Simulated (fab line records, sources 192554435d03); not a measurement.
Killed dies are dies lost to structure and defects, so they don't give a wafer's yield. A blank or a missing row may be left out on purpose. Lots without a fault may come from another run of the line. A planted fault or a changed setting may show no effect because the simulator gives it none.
A struck lot beside a sound one | flow n5_finfet | 15 steps out of a route of 1938
Sound: wafers L147.1, L147.5, L147.6. Struck: wafer L156.4. (L156.3, L156.5 of the same lot were not struck and are left out.) The cause comes at the end.
At each step with rows: each side's tool, then ch and its chambers, then its first start. Under that, the readings that differ: sound wafers | struck wafers | difference of the means | sigmas: that difference in standard deviations of wafers without a fault.
alike: readings whose means differ by less than 2 such deviations, and words and numbers that are the same on both sides. not compared: withheld readings, readings that some wafer has no value for, bounds like >300 that may hide the same value, and numbers for which the record gives no deviation and whose values overlap.
The two part at a step that has a row with sigmas, a row that says differs or no value, or rows on one side only. Numbers that don't overlap but have no deviation are shown without sigmas and don't part them. A reading that every wafer of one side lacks parts them only if that side has two wafers or more.

first, 6 steps without rows for these wafers: N5_BEOL_M2_COAT_22 (resist thk 30 nm); N5_BEOL_M2_EBR_24; N5_BEOL_M2_SOFTBAKE_23 (time 60 s); N5_BEOL_M2_EXPOSE_25 (exposes mask V1, defocus 5 nm); N5_BEOL_M2_PEB_26 (peb time 60 s); N5_BEOL_M2_DEVELOP_27 (develop time 30 s).
N5_BEOL_M2_CD_MEAS_28: target cd 26.2 nm, target cd y 24.1 nm.
  sound on cd_sem-03 ch 0, day 7 13:17; struck on cd_sem-03 ch 0, day 9 05:27
  alike: cd_nm
N5_BEOL_M2_OVL_MEAS_29:
  sound on overlay-02 ch 0, day 7 13:19; struck on overlay-02 ch 0, day 9 05:29
  alike: V1_OVL
N5_BEOL_M2_INSPECT_30: inspects for defects (brightfield).
  sound on defect_inspect-02, day 7 13:23; struck on defect_inspect-02, day 9 05:32
  alike: raw_defect_count
N5_BEOL_M2_DESCUM_33: chemistry O2, time 7 s.
  sound on rie_diel-06 ch 1,2,3, day 7 13:42; struck on rie_diel-02 ch 0, day 9 05:34
  reading               | sound          | struck | difference | sigmas
  oes_product_au (a.u.) | 0.70 0.71 0.69 | 0.92   | +0.22      | +2
  alike: drypump_motor_current_A, rf_vpp_V, showerhead_plenum_p_Torr, throttle_valve_pct
  not compared: rf_hours_counter_h
N5_BEOL_M2_ETCH_77: etches underlayer in N2/H2, target depth 6.5 nm, time 5.2 s.
  sound on rie_diel-06 ch 1,2,3, day 7 13:44; struck on rie_diel-02 ch 0, day 9 05:36
  reading               | sound          | struck | difference | sigmas
  oes_product_au (a.u.) | 0.61 0.60 0.60 | 0.80   | +0.20      | +2
  alike: drypump_motor_current_A, etch_rf_on_time_s, rf_vpp_V, showerhead_plenum_p_Torr, throttle_valve_pct
  not compared: rf_hours_counter_h
N5_BEOL_M2_ETCH_69: etches SiARC in CF4, target depth 15.6 nm, time 26 s.
  sound on rie_diel-06 ch 1,2,3, day 7 13:45; struck on rie_diel-02 ch 0, day 9 05:37
  reading                | sound          | struck | difference | sigmas
  etch_rf_on_time_s (s)  | 25.2 26.5 26.6 | 24.7   | -1.4       | -2
  oes_product_au (a.u.)  | 0.61 0.60 0.59 | 0.81   | +0.21      | +3
  throttle_valve_pct (%) | 15.7 15.7 15.6 | 15.0   | -0.7       | -2
  alike: drypump_motor_current_A, rf_vpp_V, showerhead_plenum_p_Torr
  not compared: rf_hours_counter_h
N5_BEOL_M2_ALD_98: deposits SiO2, target thk 2.5 nm, pulse time 1 s, co reactant pulse time 1 s.
  sound on ald_sin-01 ch 0,1,2, day 7 14:04; struck on ald_sin-01 ch 3, day 9 05:42
  reading                                  | sound       | struck | difference | sigmas
  ald_cycles                               | 17 17 17    | 10     | -7         |
  model.SiO2_of_BEOL_M2_ALD_98.thk_nm (nm) | 2.4 2.4 2.4 | 1.4    | -1.0       |
  alike: heater_power_w, precursor_pulse_height_rel
  not compared: since_wet_clean_h
N5_BEOL_M2_ETCHBACK_99: etches SiO2 in CHF3, target depth 5 nm, time 10.4 s.
  sound on rie_diel-02 ch 0,1, day 8 01:34; struck on rie_diel-02 ch 3, day 9 07:37
  alike: CHF3_flow_sccm, drypump_motor_current_A, oes_product_au, rf_vpp_V, showerhead_plenum_p_Torr, throttle_valve_pct
  not compared: rf_hours_counter_h
-- the record jumps here: 2 days lie between the struck wafers' starts before and after (it left off in module BEOL_M2 and takes up again in module BEOL_M4, whose first step shown is number 1111 of the route) --
N5_BEOL_M4_RC_MEAS_101:
  sound on prober-01 ch 0, day 10 05:14; struck on prober-02 ch 0, day 11 17:19
  alike: DIBL_N, DIBL_P, IOFF_N, IOFF_P, ION_N, ION_P, SS_N, SS_P, VT_N, VT_P

WHERE THEY PART
First at N5_BEOL_M2_DESCUM_33; last, within this record, at N5_BEOL_M2_ETCH_69. Later steps at which nothing parts them and some readings are alike: N5_BEOL_M2_ALD_98, N5_BEOL_M2_ETCHBACK_99, N5_BEOL_M4_RC_MEAS_101.

WHY: what the simulator had put in
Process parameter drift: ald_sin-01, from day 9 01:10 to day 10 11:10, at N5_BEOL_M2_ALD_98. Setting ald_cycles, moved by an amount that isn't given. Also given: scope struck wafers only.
